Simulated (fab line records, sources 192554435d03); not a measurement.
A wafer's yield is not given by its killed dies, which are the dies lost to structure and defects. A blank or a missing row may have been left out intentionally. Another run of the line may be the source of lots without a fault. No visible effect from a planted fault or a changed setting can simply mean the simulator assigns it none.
Matching of chambers / flow n5_finfet / cmp-01 running N5_GATE_CUT_CMP_43: 4 sister chambers
The step polishes SiO2. 18 wafers are shown with their chamber, then 9 later ones without.

WAFERS, EACH WITH ITS CHAMBER
wafer=L075.2; chamber=3; motor_current_A (A)=13.5
wafer=L075.5; chamber=0; motor_current_A (A)=13.9
wafer=L075.6; chamber=3; motor_current_A (A)=13.0
wafer=L080.1; chamber=0; motor_current_A (A)=13.4
wafer=L080.2; chamber=3; motor_current_A (A)=13.1
wafer=L080.3; chamber=1; motor_current_A (A)=10.4
wafer=L081.2; chamber=2; motor_current_A (A)=10.7
wafer=L081.4; chamber=3; motor_current_A (A)=12.6
wafer=L081.6; chamber=2; motor_current_A (A)=11.0
wafer=L082.2; chamber=0; motor_current_A (A)=13.4
wafer=L082.3; chamber=1; motor_current_A (A)=10.2
wafer=L082.6; chamber=3; motor_current_A (A)=13.0
wafer=L083.1; chamber=1; motor_current_A (A)=10.4
wafer=L083.3; chamber=3; motor_current_A (A)=12.2
wafer=L083.6; chamber=3; motor_current_A (A)=12.6
wafer=L088.1; chamber=1; motor_current_A (A)=11.2
wafer=L088.2; chamber=3; motor_current_A (A)=12.8
wafer=L088.3; chamber=2; motor_current_A (A)=11.0

SIGNATURES (means of the wafers above)
reading=motor_current_A; chamber 0=13.567; chamber 1=10.550; chamber 2=10.900; chamber 3=12.850; scatter within a chamber=0.368
Rule: a wafer's distance from a chamber is the root of the sum, over the readings, of the square of ((its reading less the chamber's mean) divided by the reading's scatter). If the next closest chamber is less than 2 further off than the closest, the wafer can't be placed; otherwise it belongs to the closest. How the scatter is found: for the shown wafers, subtract from each reading the mean of its chamber, square and add these, divide the total by (wafers less chambers), then take the root.

WAFERS MISSING THEIR CHAMBER
wafer=L093.1; motor_current_A (A)=10.7
wafer=L093.4; motor_current_A (A)=10.7
wafer=L093.6; motor_current_A (A)=10.7
wafer=L095.3; motor_current_A (A)=10.7
wafer=L095.5; motor_current_A (A)=13.9
wafer=L095.6; motor_current_A (A)=13.0
wafer=L097.2; motor_current_A (A)=12.9
wafer=L097.4; motor_current_A (A)=11.0
wafer=L097.5; motor_current_A (A)=11.2

WHICH CHAMBER EACH WENT THROUGH
wafer=L093.1; from the rows above=can't be placed: 1 or 2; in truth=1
wafer=L093.4; from the rows above=can't be placed: 1 or 2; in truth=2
wafer=L093.6; from the rows above=can't be placed: 1 or 2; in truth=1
wafer=L095.3; from the rows above=can't be placed: 1 or 2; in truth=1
wafer=L095.5; from the rows above=can't be placed: 0 or 3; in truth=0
wafer=L095.6; from the rows above=can't be placed: 3 or 0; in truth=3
wafer=L097.2; from the rows above=can't be placed: 3 or 0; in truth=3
wafer=L097.4; from the rows above=can't be placed: 2 or 1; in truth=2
wafer=L097.5; from the rows above=can't be placed: 2 or 1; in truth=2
Placed correctly: 0 of 9. Can't be placed from these rows: 9 (the true chamber is among the candidates in 9). 0 placed wrongly.
